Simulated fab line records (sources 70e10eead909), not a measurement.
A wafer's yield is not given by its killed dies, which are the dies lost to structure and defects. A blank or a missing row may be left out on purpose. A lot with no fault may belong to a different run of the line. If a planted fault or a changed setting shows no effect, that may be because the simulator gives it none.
What tool caused it? :: flow nand harc :: 42 wafers from 14 lots sampled at 4 of the route's 1159 steps

## WHAT THE GAUGES SHOWED, per wafer
NHARC_A_SOURCE_PLATE_INSPECT_08.
lot: L253
measured: day 7 19:46
on: defect inspect-01
raw defect count: 73 39 45

lot: L254
measured: day 8 00:36
on: defect inspect-02
raw defect count: 92 54 68

lot: L255
measured: day 8 04:11
on: defect inspect-02
raw defect count: 62 65 41

lot: L257
measured: day 8 12:23
on: defect inspect-02
raw defect count: 60 62 79

lot: L259
measured: day 8 16:10
on: defect inspect-02
raw defect count: 90 151 83

lot: L260
measured: day 9 04:32
on: defect inspect-01
raw defect count: 74 72 53

lot: L261
measured: day 9 04:32
on: defect inspect-02
raw defect count: 114 60 68

lot: L264
measured: day 10 05:03
on: defect inspect-02
raw defect count: 90 75 86

lot: L269
measured: day 11 13:17
on: defect inspect-01
raw defect count: 98 54 99

lot: L271
measured: day 11 21:37
on: defect inspect-01
raw defect count: 43 56 54

lot: L273
measured: day 12 07:27
on: defect inspect-01
raw defect count: 38 49 36

lot: L272
measured: day 12 07:27
on: defect inspect-02
raw defect count: 86 79 81

lot: L274
measured: day 13 00:15
on: defect inspect-02
raw defect count: 51 31 38

lot: L275
measured: day 13 00:17
on: defect inspect-01
raw defect count: 78 43 60

## EACH LOT AND THE TOOL THAT RAN IT (in order: tool; ch and the chambers of the sampled wafers; start)
lot: L253
NHARC_P_BONDPAD_PVD_17: pvd sputter-02, day 6 18:04 or earlier
NHARC_P_BONDPAD_CMP_19: cmp-04 ch 0,1, day 6 18:04
NHARC_A_ZERO_WELL_IMPLANT_15: implanter-02 ch 0, day 6 20:45

lot: L254
NHARC_P_BONDPAD_PVD_17: pvd sputter-03, day 7 00:51 or earlier
NHARC_P_BONDPAD_CMP_19: cmp-01 ch 0,2, day 7 00:51
NHARC_A_ZERO_WELL_IMPLANT_15: implanter-02 ch 0, day 7 03:31

lot: L255
NHARC_P_BONDPAD_PVD_17: pvd sputter-03, day 7 04:44 or earlier
NHARC_P_BONDPAD_CMP_19: cmp-01 ch 1,2,3, day 7 04:44
NHARC_A_ZERO_WELL_IMPLANT_15: implanter-02 ch 0, day 7 07:24

lot: L257
NHARC_P_BONDPAD_PVD_17: pvd sputter-03, day 7 13:43 or earlier
NHARC_P_BONDPAD_CMP_19: cmp-04 ch 0,1,3, day 7 13:43
NHARC_A_ZERO_WELL_IMPLANT_15: implanter-01 ch 0, day 7 16:21

lot: L259
NHARC_P_BONDPAD_PVD_17: pvd sputter-03, day 7 16:27 or earlier
NHARC_P_BONDPAD_CMP_19: cmp-01 ch 0,2,3, day 7 16:27
NHARC_A_ZERO_WELL_IMPLANT_15: implanter-01 ch 0, day 7 19:10

lot: L260
NHARC_P_BONDPAD_PVD_17: pvd sputter-02, day 8 04:45 or earlier
NHARC_P_BONDPAD_CMP_19: cmp-01 ch 0,1,3, day 8 04:45
NHARC_A_ZERO_WELL_IMPLANT_15: implanter-02 ch 0, day 8 07:21

lot: L261
NHARC_P_BONDPAD_PVD_17: pvd sputter-02, day 8 06:49 or earlier
NHARC_P_BONDPAD_CMP_19: cmp-01 ch 0,1,3, day 8 06:49
NHARC_A_ZERO_WELL_IMPLANT_15: implanter-02 ch 0, day 8 09:35

lot: L264
NHARC_P_BONDPAD_PVD_17: pvd sputter-02, day 9 04:46 or earlier
NHARC_P_BONDPAD_CMP_19: cmp-04 ch 0,1,2, day 9 04:46
NHARC_A_ZERO_WELL_IMPLANT_15: implanter-01 ch 0, day 9 07:34

lot: L269
NHARC_P_BONDPAD_PVD_17: pvd sputter-03, day 10 13:13 or earlier
NHARC_P_BONDPAD_CMP_19: cmp-01 ch 1,2, day 10 13:13
NHARC_A_ZERO_WELL_IMPLANT_15: implanter-01 ch 0, day 10 16:01

lot: L271
NHARC_P_BONDPAD_PVD_17: pvd sputter-02, day 10 22:08 or earlier
NHARC_P_BONDPAD_CMP_19: cmp-02 ch 1,2,3, day 10 22:08
NHARC_A_ZERO_WELL_IMPLANT_15: implanter-02 ch 0, day 11 00:55

lot: L273
NHARC_P_BONDPAD_PVD_17: pvd sputter-03, day 11 06:37 or earlier
NHARC_P_BONDPAD_CMP_19: cmp-02 ch 2,3, day 11 06:37
NHARC_A_ZERO_WELL_IMPLANT_15: implanter-01 ch 0, day 11 09:28

lot: L272
NHARC_P_BONDPAD_PVD_17: pvd sputter-02, day 11 06:52 or earlier
NHARC_P_BONDPAD_CMP_19: cmp-04 ch 0,2,3, day 11 06:52
NHARC_A_ZERO_WELL_IMPLANT_15: implanter-02 ch 0, day 11 09:32

lot: L274
NHARC_P_BONDPAD_PVD_17: pvd sputter-03, day 12 00:59 or earlier
NHARC_P_BONDPAD_CMP_19: cmp-04 ch 0,1,2, day 12 00:59
NHARC_A_ZERO_WELL_IMPLANT_15: implanter-01 ch 0, day 12 03:44

lot: L275
NHARC_P_BONDPAD_PVD_17: pvd sputter-02, day 12 03:31 or earlier
NHARC_P_BONDPAD_CMP_19: cmp-04 ch 0,3, day 12 03:31
NHARC_A_ZERO_WELL_IMPLANT_15: implanter-02 ch 0, day 12 06:11
- NHARC_P_BONDPAD_PVD_17: deposits TaN, target thk 5 nm, time 8.06 s.
- NHARC_P_BONDPAD_CMP_19: polishes, t overpolish 30 s, cu recess touch 16 s, target thk 160.81 nm.
- NHARC_A_ZERO_WELL_IMPLANT_15

## WHAT THE TOOLS THEMSELVES READ (means of the sampled wafers that have a number; where no wafer has one, the mark that the record gives instead)
NHARC_P_BONDPAD_PVD_17.
lot: L253
tool: pvd sputter-02
substrate temp c (C): 50.01
throttle valve pct (%): 29.9

lot: L254
tool: pvd sputter-03
substrate temp c (C): 50.05
throttle valve pct (%): 29.0

lot: L255
tool: pvd sputter-03
substrate temp c (C): 49.94
throttle valve pct (%): 29.1

lot: L257
tool: pvd sputter-03
substrate temp c (C): 49.98
throttle valve pct (%): 28.6

lot: L259
tool: pvd sputter-03
substrate temp c (C): 49.94
throttle valve pct (%): 29.5

lot: L260
tool: pvd sputter-02
substrate temp c (C): 49.91
throttle valve pct (%): 30.0

lot: L261
tool: pvd sputter-02
substrate temp c (C): 50.00
throttle valve pct (%): 29.8

lot: L264
tool: pvd sputter-02
substrate temp c (C): 50.05
throttle valve pct (%): 30.0

lot: L269
tool: pvd sputter-03
substrate temp c (C): 50.01
throttle valve pct (%): 29.0

lot: L271
tool: pvd sputter-02
substrate temp c (C): 49.89
throttle valve pct (%): 29.4

lot: L273
tool: pvd sputter-03
substrate temp c (C): 50.01
throttle valve pct (%): 29.5

lot: L272
tool: pvd sputter-02
substrate temp c (C): 50.02
throttle valve pct (%): 29.2

lot: L274
tool: pvd sputter-03
substrate temp c (C): 49.91
throttle valve pct (%): 29.1

lot: L275
tool: pvd sputter-02
substrate temp c (C): 49.92
throttle valve pct (%): 29.1

NHARC_P_BONDPAD_CMP_19.
lot: L253
tool: cmp-04
motor current A (A): 11.9
overpolish run s (s): 30.001

lot: L254
tool: cmp-01
motor current A (A): 11.1
overpolish run s (s): 30.000

lot: L255
tool: cmp-01
motor current A (A): 12.8
overpolish run s (s): 30.012

lot: L257
tool: cmp-04
motor current A (A): 12.0
overpolish run s (s): 30.006

lot: L259
tool: cmp-01
motor current A (A): 12.7
overpolish run s (s): 29.995

lot: L260
tool: cmp-01
motor current A (A): 12.6
overpolish run s (s): 30.001

lot: L261
tool: cmp-01
motor current A (A): 12.7
overpolish run s (s): 30.007

lot: L264
tool: cmp-04
motor current A (A): 11.7
overpolish run s (s): 29.995

lot: L269
tool: cmp-01
motor current A (A): 12.0
overpolish run s (s): 30.005

lot: L271
tool: cmp-02
motor current A (A): 12.2
overpolish run s (s): 30.001

lot: L273
tool: cmp-02
motor current A (A): 12.1
overpolish run s (s): 29.994

lot: L272
tool: cmp-04
motor current A (A): 11.9
overpolish run s (s): 30.005

lot: L274
tool: cmp-04
motor current A (A): 11.5
overpolish run s (s): 29.990

lot: L275
tool: cmp-04
motor current A (A): 12.3
overpolish run s (s): 29.995

NHARC_A_ZERO_WELL_IMPLANT_15.
lot: L253
tool: implanter-02
tilt deg (degrees): 7.001

lot: L254
tool: implanter-02
tilt deg (degrees): 7.013

lot: L255
tool: implanter-02
tilt deg (degrees): 7.007

lot: L257
tool: implanter-01
tilt deg (degrees): 6.985

lot: L259
tool: implanter-01
tilt deg (degrees): 6.995

lot: L260
tool: implanter-02
tilt deg (degrees): 7.002

lot: L261
tool: implanter-02
tilt deg (degrees): 7.005

lot: L264
tool: implanter-01
tilt deg (degrees): 6.965

lot: L269
tool: implanter-01
tilt deg (degrees): 7.007

lot: L271
tool: implanter-02
tilt deg (degrees): 6.995

lot: L273
tool: implanter-01
tilt deg (degrees): 6.992

lot: L272
tool: implanter-02
tilt deg (degrees): 6.996

lot: L274
tool: implanter-01
tilt deg (degrees): 7.006

lot: L275
tool: implanter-02
tilt deg (degrees): 7.023

## THE ANSWER, worked out from the rows above alone
Rule: what is usual is taken from the lots themselves. The widest of any qualifying gaps counts: lots, ordered by their means at a reading, are off when they make up no more than a third of the lots, leave a main group of 4 or more, and stand apart from it by 3 or more times the standard deviation of that group's means. Not used: any main group whose means are identical at the precision the tables above print for the reading. A lot without any number at a reading at which 4 lots or more have one is off too. Any other lot the step has rows for is counted as sound. Order of review: gauges by route order, followed by the tools' own readings, for which a lot's mean as printed above is used. At the first step where some lot is off, the reading lying furthest off is the one used; lots without a number count as furthest.
None of the lots is off at any reading shown; this tells nothing.

## WHAT THE SIMULATOR PUT IN
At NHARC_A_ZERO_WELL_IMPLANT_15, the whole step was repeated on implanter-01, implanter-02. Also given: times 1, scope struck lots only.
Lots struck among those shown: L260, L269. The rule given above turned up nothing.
